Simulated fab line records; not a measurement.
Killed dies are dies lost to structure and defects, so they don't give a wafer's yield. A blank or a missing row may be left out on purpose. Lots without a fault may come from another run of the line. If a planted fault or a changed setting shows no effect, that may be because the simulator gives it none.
A single fault, viewed from 2 desks | flow n5Finfet | only its own numbers are on each desk; what lay behind them is given at the end

== METROLOGY DESK ==
Means of the sampled wafers that have a number, per lot and without regard to the tool the lot ran on: this is what the gauges read. The brackets show how far a lot's mean lies from the usual mean; more than 4 standard deviations puts the lot out of limits, marked OUT. Of its 11 readings 7 are shown: the one that was out of limits first, and those that lie furthest out on some lot.
Columns: A = M2_ILD_THK at N5_BEOL_M2_THK_MEAS_01, usual 79.1 nm; B = DIBL_N at N5_BEOL_M4_RC_MEAS_101, usual 37.3 mV/V; C = ION_P at N5_BEOL_M4_RC_MEAS_101, usual 468 uA/um; D = SS_N at N5_BEOL_M4_RC_MEAS_101, usual 71.8 mV/dec; E = SS_P at N5_BEOL_M4_RC_MEAS_101, usual 73.6 mV/dec; F = VT_N at N5_BEOL_M4_RC_MEAS_101, usual 248 mV; G = VT_P at N5_BEOL_M4_RC_MEAS_101, usual -248 mV
lot  | first seen here | A              | B    | C   | D    | E    | F   | G
L487 | day 7 01:00     | 79.3           | 36.8 | 477 | 71.8 | 73.8 | 248 | -246
L494 | day 8 17:11     | 79.5           | 39.2 | 476 | 72.0 | 73.8 | 244 | -244
L496 | day 9 03:35     | 81.4           | 35.2 | 465 | 71.9 | 72.9 | 250 | -250
L500 | day 9 21:54     | 95.1 (+12) OUT | 37.2 | 458 | 72.2 | 73.9 | 250 | -251
L503 | day 10 21:47    | 78.5           | 37.4 | 469 | 72.0 | 74.2 | 247 | -245
L504 | day 10 23:14    | 79.1           | 37.9 | 461 | 71.9 | 73.4 | 247 | -251
L505 | day 11 03:56    | 78.8           | 39.2 | 460 | 72.3 | 73.7 | 250 | -249
L507 | day 11 14:39    | 79.5           | 38.7 | 464 | 72.6 | 73.9 | 247 | -250
L508 | day 12 03:11    | 79.0           | 37.3 | 462 | 72.2 | 74.0 | 252 | -250
Per this desk, out of limits: L500; the first was L500, day 9 21:54 (M2_ILD_THK at N5_BEOL_M2_THK_MEAS_01). L487, L494, L496, L503, L504, L505, L507, L508 stayed within limits.

== FOR THE TOOL OWNER'S DESK: pecvd-02 ==
The tool's own readings at N5_BEOL_M2_ILD_DEP_00 (deposits SiOC from DEMS/O2, target thk 79 nm, time 15.3 s): means of the sampled wafers that have a number, for each lot that ran on this tool. The brackets show how far a lot's mean lies from the usual mean; more than 4 standard deviations puts the lot out of limits, marked OUT.
Columns: A = heaterPowerW at N5_BEOL_M2_ILD_DEP_00, usual 443 W; B = showerheadPlenumPTorr at N5_BEOL_M2_ILD_DEP_00, usual 5.694 Torr; C = showerheadVppV at N5_BEOL_M2_ILD_DEP_00, usual 1336 V; D = susceptorTempC at N5_BEOL_M2_ILD_DEP_00, usual 350.00 C; E = throttleValvePct at N5_BEOL_M2_ILD_DEP_00, usual 12.0 %
lot  | first seen here | A   | B     | C    | D      | E
L487 | day 7 00:56     | 388 | 5.717 | 1341 | 349.95 | 12.7
L496 | day 9 03:31     | 398 | 5.711 | 1345 | 350.03 | 12.8
L500 | day 9 21:51     | 420 | 5.697 | 1320 | 349.92 | 11.9
Finding of this desk: none of the 3 lots has anything out of limits.

== ALL TOGETHER ==
At day 9 21:54 the metrology desk could have sounded an alarm, on L500.
The desk of the tool owner found nothing out of limits.
The tool owner's desk has L500 on record, within its limits.
All the named lots went through N5_BEOL_M2_ILD_DEP_00 on pecvd-02.

== WHAT HAD BEEN PUT IN BY THE SIMULATOR ==
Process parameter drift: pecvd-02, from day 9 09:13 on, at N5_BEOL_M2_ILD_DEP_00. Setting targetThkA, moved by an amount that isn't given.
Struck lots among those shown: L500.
Time in hours between the start of the fault and the first out-of-limits reading at each desk: metrology desk, 13.
